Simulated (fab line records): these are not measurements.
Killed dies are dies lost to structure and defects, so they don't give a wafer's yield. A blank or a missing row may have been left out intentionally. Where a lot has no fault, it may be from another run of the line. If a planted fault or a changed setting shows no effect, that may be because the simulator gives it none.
Matching of chambers	flow nandHarc	NHARC_P_M1_DEP_33 on pecvd-02: 3 sister chambers
The step deposits SiCN, target thk 30 nm. 6 wafers are shown with their chamber, then 7 later ones without.

== WAFERS WITH THEIR CHAMBER ==
wafer	chamber	heaterPowerW (W)
L845.1	0	496
L846.5	0	481
L852.5	2	575
L852.6	1	638
L855.3	1	619
L855.4	2	569

== WAFERS MISSING THEIR CHAMBER ==
wafer	heaterPowerW (W)
L855.5	638
L856.3	623
L856.4	619
L856.6	526
L857.1	528
L857.4	528
L857.6	648

== WHICH CHAMBER EACH ONE RAN IN ==
wafer	from the rows above	in truth
L855.5	1	1
L856.3	1	1
L856.4	1	1
L856.6	can't be placed: 0 or 2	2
L857.1	can't be placed: 0 or 2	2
L857.4	can't be placed: 0 or 2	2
L857.6	1	1
Correctly placed: 4 of 7. From these rows, 3 cannot be placed; in 3 the true chamber is one of the candidates. Wrongly placed: 0.
How it was worked out, from the rows above alone: a wafer's distance from a chamber is the root of the sum, over the readings, of the square of ((its reading less the chamber's mean) divided by the reading's scatter). If the next closest chamber is less than 2 further off than the closest, the wafer can't be placed; otherwise it belongs to the closest. The mean given for a chamber averages the wafers shown for that chamber. The scatter: the root of (the sum of the squares of (reading less its chamber's mean) over the shown wafers, divided by (wafers less chambers)).
